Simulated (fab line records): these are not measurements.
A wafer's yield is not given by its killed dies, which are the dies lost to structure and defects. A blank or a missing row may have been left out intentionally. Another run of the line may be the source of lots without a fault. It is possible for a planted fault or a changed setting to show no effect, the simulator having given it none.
Matching of chambers    flow nand harc    3 sister chambers for NHARC_A_STAIRCASE_DEP_156 on pecvd-04
The step deposits SiNx, target thk 50 nm. 16 wafers are shown with their chamber, then 8 later ones without.

== WAFERS, EACH WITH ITS CHAMBER ==
wafer   chamber  heater power outer w (W)  heater power w (W)  susceptor temp C (C)
L076.4  1        434                       740                 399.94
L076.5  1        440                       733                 400.02
L076.6  2        377                       675                 399.94
L080.2  1        496                       805                 400.03
L080.5  0        432                       745                 400.19
L080.6  1        511                       829                 399.96
L082.1  0        416                       702                 400.11
L082.2  1        480                       800                 399.79
L082.5  1        478                       777                 399.74
L089.1  1        435                       748                 399.70
L089.3  0        394                       694                 399.62
L089.4  0        391                       689                 400.15
L092.3  0        396                       666                 400.04
L092.4  2        365                       621                 400.31
L092.6  0        391                       687                 400.02
L095.1  0        345                       604                 400.01

SIGNATURES (averages over the wafers above)
reading               chamber 0  chamber 1  chamber 2  scatter within a chamber
heater power outer w  395.00     467.71     371.00     28.2
heater power w        683.86     776.00     648.00     39.7
susceptor temp C      400.0200   399.8829   400.1250   0.174
Rule: for a wafer and a chamber, the distance is found by dividing, reading by reading, the gap between the wafer's reading and the chamber's mean by the reading's scatter, squaring, summing and taking the root. If the next closest chamber is less than 2 further off than the closest, the wafer can't be placed; otherwise it belongs to the closest. The scatter is the square root of a quotient: the sum, over the shown wafers, of each reading's squared deviation from its chamber's mean, divided by wafers minus chambers.

== WAFERS WHOSE CHAMBER IS MISSING ==
wafer   heater power outer w (W)  heater power w (W)  susceptor temp C (C)
L095.2  550                       859                 400.02
L095.3  384                       660                 400.09
L094.2  400                       669                 399.44
L094.5  392                       664                 399.68
L094.6  341                       609                 399.70
L096.2  482                       808                 400.23
L096.5  429                       719                 399.96
L096.6  490                       809                 399.92

== WHICH CHAMBER EACH ONE RAN IN ==
wafer   from the rows above           in truth
L095.2  1                             1
L095.3  can't be placed: 2 or 0       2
L094.2  can't be placed: 0 or 2 or 1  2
L094.5  can't be placed: 0 or 2       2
L094.6  can't be placed: 2 or 0       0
L096.2  1                             1
L096.5  can't be placed: 0 or 1 or 2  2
L096.6  1                             1
Correct placement for 3 of the 8. Not placeable from these rows: 5 (in 5, the candidates include the true chamber). Number placed wrongly: 0.
